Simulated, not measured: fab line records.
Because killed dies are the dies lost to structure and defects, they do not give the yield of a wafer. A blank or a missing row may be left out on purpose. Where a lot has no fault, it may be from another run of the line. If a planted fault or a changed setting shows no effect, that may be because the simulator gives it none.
Chamber matching | flow nand harc | NHARC_A_WL_FILL_ALD_19 on ald metal-02 has 4 sister chambers
The step deposits TiN, target thk 2 nm, pulse time 3 s, ald cycles 100. 20 wafers are shown with their chamber, then 10 later ones without.

== EACH WAFER AND ITS CHAMBER ==
wafer  | chamber | heater power w (W) | precursor pulse height rel
L075.3 | 0       | 1157               | 1.021
L075.5 | 3       | 1130               | 0.978
L075.6 | 2       | 1188               | 1.007
L081.1 | 0       | 1163               | 1.039
L081.3 | 3       | 1112               | 0.997
L081.5 | 0       | 1136               | 1.026
L083.2 | 3       | 1123               | 1.000
L083.3 | 0       | 1151               | 0.999
L083.4 | 2       | 1121               | 0.995
L084.2 | 0       | 1160               | 0.972
L084.5 | 3       | 1149               | 0.985
L084.6 | 2       | 1172               | 0.984
L086.1 | 0       | 1183               | 1.015
L086.2 | 1       | 1122               | 0.964
L086.5 | 1       | 1136               | 0.994
L087.1 | 0       | 1156               | 0.998
L087.4 | 1       | 1134               | 1.009
L087.6 | 1       | 1169               | 1.009
L089.3 | 0       | 1170               | 0.993
L089.4 | 1       | 1189               | 1.011

SIGNATURES, as means of the wafers listed above
reading                    | chamber 0 | chamber 1 | chamber 2 | chamber 3 | scatter within a chamber
heater power w             | 1159.50   | 1150.00   | 1160.33   | 1128.50   | 21.8
precursor pulse height rel | 1.00787   | 0.99740   | 0.99533   | 0.99000   | 0.0183
Rule: a wafer lies at a distance from a chamber equal to the root of the sum of squares, over the readings, of (its reading less the chamber's mean, divided by the reading's scatter). If the next closest chamber is less than 2 further off than the closest, the wafer can't be placed; otherwise it belongs to the closest. The scatter is the square root of a quotient: the sum, over the shown wafers, of each reading's squared deviation from its chamber's mean, divided by wafers minus chambers.

== WAFERS WITH NO CHAMBER GIVEN ==
wafer  | heater power w (W) | precursor pulse height rel
L089.6 | 1129               | 1.017
L091.1 | 1155               | 0.994
L091.2 | 1185               | 1.009
L091.3 | 1135               | 1.008
L092.1 | 1142               | 0.992
L092.4 | 1155               | 1.008
L092.5 | 1134               | 1.033
L093.2 | 1136               | 1.009
L093.3 | 1136               | 0.993
L093.4 | 1191               | 0.985

== EACH ONE'S CHAMBER ==
wafer  | from the rows above               | in truth
L089.6 | can't be placed: 1 or 3 or 0 or 2 | 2
L091.1 | can't be placed: 2 or 1 or 0 or 3 | 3
L091.2 | can't be placed: 0 or 2 or 1 or 3 | 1
L091.3 | can't be placed: 1 or 3 or 0 or 2 | 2
L092.1 | can't be placed: 1 or 3 or 2 or 0 | 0
L092.4 | can't be placed: 0 or 1 or 2 or 3 | 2
L092.5 | can't be placed: 0 or 1 or 3 or 2 | 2
L093.2 | can't be placed: 1 or 0 or 3 or 2 | 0
L093.3 | can't be placed: 3 or 1 or 2 or 0 | 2
L093.4 | can't be placed: 2 or 0 or 1 or 3 | 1
0 of 10 placed correctly. Cannot be placed on the basis of these rows: 10; the candidates contain the true chamber in 10. Number placed wrongly: 0.
